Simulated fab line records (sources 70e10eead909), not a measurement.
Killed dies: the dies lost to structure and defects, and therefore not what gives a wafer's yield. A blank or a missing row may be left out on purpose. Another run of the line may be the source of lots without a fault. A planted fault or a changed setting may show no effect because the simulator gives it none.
Comparing a struck lot with a sound one / flow nand_harc / 14 steps out of a route of 1302
Sound: the wafers L956.2, L956.4, L956.6. Struck: wafer L967.1. (L967.2, L967.3 of the same lot were not struck and are left out.) The cause comes at the end.
At each step with rows: each side's tool, then ch and its chambers, then its first start. Under that, the readings that differ: sound wafers / struck wafers / difference of the means / sigmas: that difference in standard deviations of wafers without a fault.
alike: same words and numbers on both sides, and readings whose means sit less than 2 such deviations apart. not compared: any withheld reading, any reading some wafer has no value for, any bound like >300 that may hide the same value, and any number with overlapping values for which the record gives no deviation.
The two part at a step that has a row with sigmas, a row that says differs or no value, or rows on one side only. Non-overlapping numbers with no deviation appear without sigmas and do not part them. A reading missing from all wafers of one side parts the sides only when that side holds two or more wafers.

NHARC_A_SGD_CUT_ETCH_15: etches the open film in CH3F/O2, target depth 75 nm, time 64.3 s.
  sound on rie_diel-10 ch 0,1,2; struck on rie_diel-09 ch 3
  alike: drypump_motor_current_A, oes_product_au, rf_vpp_V, showerhead_plenum_p_Torr, throttle_valve_pct
  not compared: rf_hours_counter_h
NHARC_A_SGD_CUT_ETCH_16: etches the open film in C4F8/O2/Ar, target depth 310.5 nm, time 155.2 s.
  sound on rie_diel-10 ch 0,1,2; struck on rie_diel-09 ch 1
  alike: oes_product_au, rf_vpp_V
  not compared: rf_hours_counter_h
then, 1 step without rows for these wafers: NHARC_A_SGD_CUT_STRIP_60 (strips in C4F8/O2/Ar).
NHARC_A_SGD_CUT_STRIP_17: strips in O2.
  sound on rie_diel-10 ch 1,2,3; struck on rie_diel-09 ch 2
  alike: drypump_motor_current_A, oes_product_au, rf_vpp_V, showerhead_plenum_p_Torr, throttle_valve_pct
  not compared: rf_hours_counter_h
then, 4 steps without rows for these wafers: NHARC_A_SGD_CUT_PRECLEAN_18 (cleans in SC1); NHARC_A_SGD_CUT_SRD_19; NHARC_A_SGD_CUT_DEP_20 (deposits SiO2, target thk 150 nm); NHARC_A_SGD_CUT_ANNEAL_27 (time 1800 s).
NHARC_A_SGD_CUT_CMP_21: polishes, target thk 148.19 nm.
  sound on cmp-01 ch 0,2, day 19 21:49; struck on cmp-02 ch 2, day 24 00:29
reading=motor_current_A (A); sound=10.9 11.3 10.7; struck=13.0; difference=+2.0; sigmas=+2
  alike: time_to_endpoint_s
NHARC_A_SGD_CUT_THK_MEAS_22: measures by ellipsometry.
  sound on film_metro-01 at day 19 22:02; struck on film_metro-02 at day 24 00:44
  alike: thk_nm
then, 2 steps without rows for these wafers: NHARC_A_SGD_CUT_SRD_23; NHARC_A_SGD_CUT_ETCH_26 (etches SiO2 in dHF, target depth 45.8 nm).
NHARC_A_SGD_CUT_ETCHBACK_24: etches the open film in CH3F/O2, target depth 50 nm, time 92.857 s.
  sound on rie_diel-10 ch 0,1, day 19 22:17; struck on rie_diel-09 ch 0, day 24 00:58
reading=oes_product_au (a.u.); sound=0.94 0.93 0.94; struck=0.81; difference=-0.13; sigmas=-4
  alike: drypump_motor_current_A, rf_vpp_V, showerhead_plenum_p_Torr, throttle_valve_pct
  not compared: rf_hours_counter_h
NHARC_A_SGD_CUT_STRIP_28: strips in O2, time 20 s.
  sound on rie_diel-10 ch 1,2,3; struck on rie_diel-09 ch 0
  alike: drypump_motor_current_A, oes_product_au, rf_vpp_V, showerhead_plenum_p_Torr, throttle_valve_pct
  not compared: rf_hours_counter_h

WHERE THEY PART
Last at NHARC_A_SGD_CUT_ETCHBACK_24 as far as this record goes, first at NHARC_A_SGD_CUT_CMP_21. Later steps at which nothing parts them and some readings are alike: NHARC_A_SGD_CUT_STRIP_28.

WHY: what had been put in by the simulator
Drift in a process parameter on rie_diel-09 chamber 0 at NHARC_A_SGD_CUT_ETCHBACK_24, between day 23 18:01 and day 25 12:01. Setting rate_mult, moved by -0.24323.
